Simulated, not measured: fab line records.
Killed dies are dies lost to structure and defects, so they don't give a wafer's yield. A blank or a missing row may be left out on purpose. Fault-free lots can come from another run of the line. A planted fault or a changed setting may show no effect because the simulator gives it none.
Comparing a struck lot with a sound one	flow n5 finfet	40 out of 1938 route steps
Sound: the wafers L590.1, L590.5, L590.6. Struck: wafer L604.6. (L604.2, L604.3 of the same lot were not struck and are left out.) The cause comes at the end.
Each step with rows lists, per side, the tool, then ch with its chambers, then its first start. Under that, the readings that differ: sound wafers	struck wafers	difference of the means	sigmas: that difference in standard deviations of wafers without a fault.
alike: readings whose means differ by less than 2 such deviations, and words and numbers that are the same on both sides. not compared: withheld readings, readings that some wafer has no value for, bounds like >300 that may hide the same value, and numbers for which the record gives no deviation and whose values overlap.
Wherever a step has rows on one side only, a row that says differs or no value, or a row with sigmas, the two part there. When numbers do not overlap yet have no deviation, they are printed without sigmas and do not part them. A reading that every wafer of one side lacks parts them only if that side has two wafers or more.

first, 11 steps without rows for these wafers: N5_HKMG_FIN_DESCUM_17 (chemistry O2, time 7.9 s); N5_HKMG_FIN_ETCH_31 (etches SiARC in CF4, target depth 45.5 nm, time 75.8 s); N5_HKMG_FIN_ETCH_32 (etches SOC in N2/H2, target depth 240 nm, time 300 s); N5_HKMG_FIN_STRIP_33 (strips in N2/H2); N5_HKMG_FIN_STRIP_34 (strips in CF4); N5_HKMG_FIN_ETCH_35 (etches SOC in N2/H2, target depth 215.8 nm, time 243.4 s); N5_HKMG_FIN_STRIP_92 (strips SOC in N2/H2, time 20 s); N5_HKMG_FIN_WET_ETCH_18 (etches TiN in SC1, time 55 s, target depth 5.2 nm, rinse time 30 s); N5_HKMG_FIN_STRIP_19 (strips in N2/H2, time 360 s); N5_HKMG_FIN_ALD_91 (deposits TiN, target thk 1 nm, pulse time 1 s, purge time 3 s); N5_HKMG_FIN_COAT_85 (time 60 s, resist thk 300 nm).
N5_HKMG_FIN_ETCH_86: etches SOC in N2/H2, stops on TiN, target depth 393.2 nm.
  sound on rie diel-05 ch 0,1,3, day 4 05:29; struck on rie diel-05 ch 3, day 7 14:34
  alike: bias w, drypump motor current A, oes product au, rf vpp V, showerhead plenum p Torr, throttle valve pct
  not compared: rf hours counter h
then, 27 steps without rows for these wafers: N5_HKMG_FIN_STRIP_89 (strips SOC in N2/H2, time 20 s); N5_HKMG_FIN_WET_ETCH_87 (etches TiN in SC1, time 154.2 s, target depth 4.7 nm, rinse time 30 s); N5_HKMG_FIN_STRIP_88 (strips in N2/H2, time 360 s); N5_HKMG_FIN_NWFM_ALD_20 (deposits TiAlC, target thk 2 nm, pulse time 3 s, purge time 2 s); N5_HKMG_FIN_ALD_71 (deposits TiN, target thk 1 nm, pulse time 1 s, purge time 3 s); N5_HKMG_FIN_COAT_66 (time 60 s, resist thk 300 nm); N5_HKMG_FIN_ETCH_67 (etches SOC in N2/H2, stops on TiN, target depth 388.9 nm); N5_HKMG_FIN_STRIP_90 (strips SOC in N2/H2, time 20 s); N5_HKMG_FIN_WET_ETCH_73 (etches the open film in SC1, time 42.3 s, target depth 1.3 nm, rinse time 30 s); N5_HKMG_FIN_ETCHBACK_68 (etches the open film in Cl2/Ar, stops on HfO2, target depth 0.5 nm); N5_HKMG_FIN_STRIP_69 (strips in N2/H2, time 360 s); N5_HKMG_FIN_ALD_21 (deposits TiN, target thk 1.5 nm, pulse time 1 s, purge time 3 s); N5_HKMG_FIN_ALD_72 (deposits W, target thk 2 nm, pulse time 1 s, purge time 2 s); N5_HKMG_FIN_W_FILL_22 (material W, target thk 60 nm, time 18.2 s); N5_HKMG_FIN_PRECLEAN_83 (cleans in DIW, time 57.5 s); N5_HKMG_FIN_SRD_84 (dry time 32 s); N5_HKMG_FIN_CMP_23 (polishes, stops on SiNx, t overpolish 10 s, target thk 46.326 nm); N5_HKMG_FIN_CMP_94 (polishes, stops on SiNx, t overpolish 4.7 s, target thk 43.299 nm); N5_GATE_CUT_ETCHBACK_00 (etches W in SF6/Cl2); N5_GATE_CUT_ETCH_56 (etches TiN in Cl2/Ar, target depth 21.6 nm); N5_GATE_CUT_ETCHBACK_30 (etches TiN in Cl2/Ar, target depth 3 nm); N5_GATE_CUT_VAPOR_ETCH_60 (etches HfO2 in BCl3/Cl2); N5_GATE_CUT_ETCH_58 (etches SiNx in CH3F/O2, target depth 17 nm, time 128.6 s); N5_GATE_CUT_STRIP_59 (strips in N2/H2, time 20 s); N5_GATE_CUT_PRECLEAN_31 (cleans in DIW, time 300 s); N5_GATE_CUT_SRD_32 (time 30 s); N5_GATE_CUT_SAC_CAP_01 (material SiNx, target thk 24 nm, pulse time 1 s, ald cycles 480).
-- record jumps: 8 days separate the struck wafers' starts on either side; left off in module GATE_CUT, taken up again in module PASSIVATION, whose first shown step is the route's number 1936 --
N5_PASSIVATION_PROBE_49:
  struck on prober-02, day 15 23:43; sound on prober-01, day 12 06:51
reading	sound	struck	difference	sigmas
defect limited yield (%)	92.8 92.0 93.4	86.4	-6.3	-4
killed at front end	27 33 27	134	+105	+9
killed dies	85 94 78	160	+74	+4
sort_bin_5_function (%)	4.2 4.2 3.4	8.3	+4.4	+5
sort n pass	1095 1086 1102	1020	-74	-4
sort yield pct (%)	92.8 92.0 93.4	86.4	-6.3	-4
  alike: killed_at_M0_to_M3, killed_at_M4_up, killed at contacts, killed at other, killed open, killed short, sort_bin_6_memory

WHERE THEY PART
N5_PASSIVATION_PROBE_49 only, going by this record.

WHY: what had been put in by the simulator
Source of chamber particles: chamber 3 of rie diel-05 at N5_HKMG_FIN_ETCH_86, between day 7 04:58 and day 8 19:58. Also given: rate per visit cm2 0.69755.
